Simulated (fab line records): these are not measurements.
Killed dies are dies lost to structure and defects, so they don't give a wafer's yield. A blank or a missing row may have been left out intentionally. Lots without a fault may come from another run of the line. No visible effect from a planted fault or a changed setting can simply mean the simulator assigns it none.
Which tool is to blame? | flow n5Finfet | 36 wafers from 12 lots sampled at 3 of the route's 1938 steps

## WHAT THE GAUGES SHOWED, per wafer
N5_BEOL_M14_INSPECT_30: inspects for defects (macro).
lot  | measured     | on               | rawDefectCount
L075 | day 12 03:01 | defectInspect-02 | 2 0 3
L079 | day 12 11:58 | defectInspect-01 | 3 0 3
L077 | day 12 18:31 | defectInspect-02 | 1 1 1
L083 | day 13 12:25 | defectInspect-02 | 2 1 3
L082 | day 13 19:29 | defectInspect-02 | 1 0 1
L085 | day 14 08:15 | defectInspect-01 | 0 1 1
L086 | day 15 05:13 | defectInspect-01 | 5 1 3
L088 | day 15 21:02 | defectInspect-02 | 4 1 3
L090 | day 15 21:52 | defectInspect-01 | 1 3 1
L092 | day 16 17:49 | defectInspect-02 | 4 4 1
L095 | day 17 08:20 | defectInspect-01 | 1 3 1
L097 | day 17 17:58 | defectInspect-01 | 4 3 2

## TOOL THAT RAN EACH LOT (tool first, then ch and the chambers of the sampled wafers, then the start)
lot  | N5_BEOL_M13_DEP_53              | N5_BEOL_M14_STRIP_64
L075 | pecvd-04 ch 0,1, day 12 01:29   | rieDiel-01 ch 0,1,3, day 12 03:01 or earlier
L079 | pecvd-01 ch 0,1,2, day 12 10:19 | rieDiel-03 ch 0,1,3, day 12 11:58 or earlier
L077 | pecvd-02 ch 0,1,2, day 12 16:44 | rieDiel-03 ch 0,2,3, day 12 18:31 or earlier
L083 | pecvd-01 ch 0,2, day 13 10:49   | rieDiel-03 ch 0,1,3, day 13 12:25 or earlier
L082 | pecvd-02 ch 0,1,2, day 13 17:49 | rieDiel-06 ch 1,3, day 13 19:29 or earlier
L085 | pecvd-04 ch 0,1,2, day 14 06:35 | rieDiel-03 ch 1,2,3, day 14 08:15 or earlier
L086 | pecvd-04 ch 1,2, day 15 03:28   | rieDiel-06 ch 0,1,3, day 15 05:13 or earlier
L088 | pecvd-01 ch 0,1, day 15 19:14   | rieDiel-03 ch 0,1,2, day 15 21:02 or earlier
L090 | pecvd-04 ch 0,2, day 15 20:00   | rieDiel-06 ch 1,2,3, day 15 21:52 or earlier
L092 | pecvd-04 ch 0,1, day 16 16:09   | rieDiel-06 ch 1,2,3, day 16 17:49 or earlier
L095 | pecvd-01 ch 0,1, day 17 06:41   | rieDiel-03 ch 0,1, day 17 08:20 or earlier
L097 | pecvd-01 ch 0,1,2, day 17 16:11 | rieDiel-03 ch 0,1,2, day 17 17:58 or earlier
- N5_BEOL_M13_DEP_53: deposits SiCN from 3MS/NH3, target thk 50 nm, time 17.8 s.
- N5_BEOL_M14_STRIP_64: strips in O2.

## THE ANSWER, worked out from the rows above alone
Rule: the lots themselves supply what counts as usual. The widest of any qualifying gaps counts: lots, ordered by their means at a reading, are off when they make up no more than a third of the lots, leave a main group of 4 or more, and stand apart from it by 3 or more times the standard deviation of that group's means. A main group is skipped when, at the precision printed for the reading in the tables above, its means are all equal. Also off: a lot with no number at a reading for which 4 or more lots have one. All remaining lots with rows at the step are treated as sound.
No lot is off on any of the readings shown, so nothing can be concluded from this.

## WHAT THE SIMULATOR HAD INSERTED
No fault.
